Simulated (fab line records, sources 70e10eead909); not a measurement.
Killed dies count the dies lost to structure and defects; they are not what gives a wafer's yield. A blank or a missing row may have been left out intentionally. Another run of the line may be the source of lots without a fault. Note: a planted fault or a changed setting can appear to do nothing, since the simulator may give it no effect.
Chamber matching | flow nand-harc | 4 sister chambers for NHARC_P_BONDPAD_STRIP_15 on rie-diel-12
The step strips in O2. 8 wafers are shown with their chamber, then 7 later ones without.

== EACH WAFER AND ITS CHAMBER ==
wafer  | chamber | oes-product-au (a.u.) | chamber-pressure-mTorr (mTorr)
L082.4 | 0       | 1.008                 | 60.02
L085.2 | 2       | 0.993                 | 60.02
L085.4 | 1       | 1.002                 | 60.04
L087.2 | 0       | 1.025                 | 60.05
L087.4 | 1       | 1.003                 | 60.01
L087.5 | 3       | 1.006                 | 59.93
L088.2 | 3       | 1.012                 | 59.92
L088.3 | 2       | 0.996                 | 59.97

== WAFERS WHOSE CHAMBER IS MISSING ==
wafer  | oes-product-au (a.u.) | chamber-pressure-mTorr (mTorr)
L088.5 | 1.008                 | 59.93
L090.1 | 0.995                 | 59.92
L090.3 | 0.999                 | 60.02
L090.6 | 0.990                 | 59.95
L092.1 | 1.006                 | 60.06
L092.2 | 0.988                 | 60.01
L092.5 | 0.992                 | 59.92

== WHICH CHAMBER EACH WENT THROUGH ==
wafer  | from the rows above          | in truth
L088.5 | 3                            | 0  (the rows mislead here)
L090.1 | can't be placed: 3 or 2      | 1
L090.3 | can't be placed: 1 or 2      | 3
L090.6 | can't be placed: 2 or 3 or 1 | 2
L092.1 | can't be placed: 1 or 0 or 2 | 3
L092.2 | can't be placed: 2 or 1      | 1
L092.5 | can't be placed: 3 or 2      | 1
Correct placement for 0 of the 7. Cannot be placed on the basis of these rows: 6; the candidates contain the true chamber in 2. Number placed wrongly: 1.
How it was worked out, from the rows above alone: a wafer's distance from a chamber is the root of the sum, over the readings, of the square of ((its reading less the chamber's mean) divided by the reading's scatter). If the next closest chamber is less than 2 further off than the closest, the wafer can't be placed; otherwise it belongs to the closest. A chamber's mean is the mean of its shown wafers. The scatter is the square root of a quotient: the sum, over the shown wafers, of each reading's squared deviation from its chamber's mean, divided by wafers minus chambers.
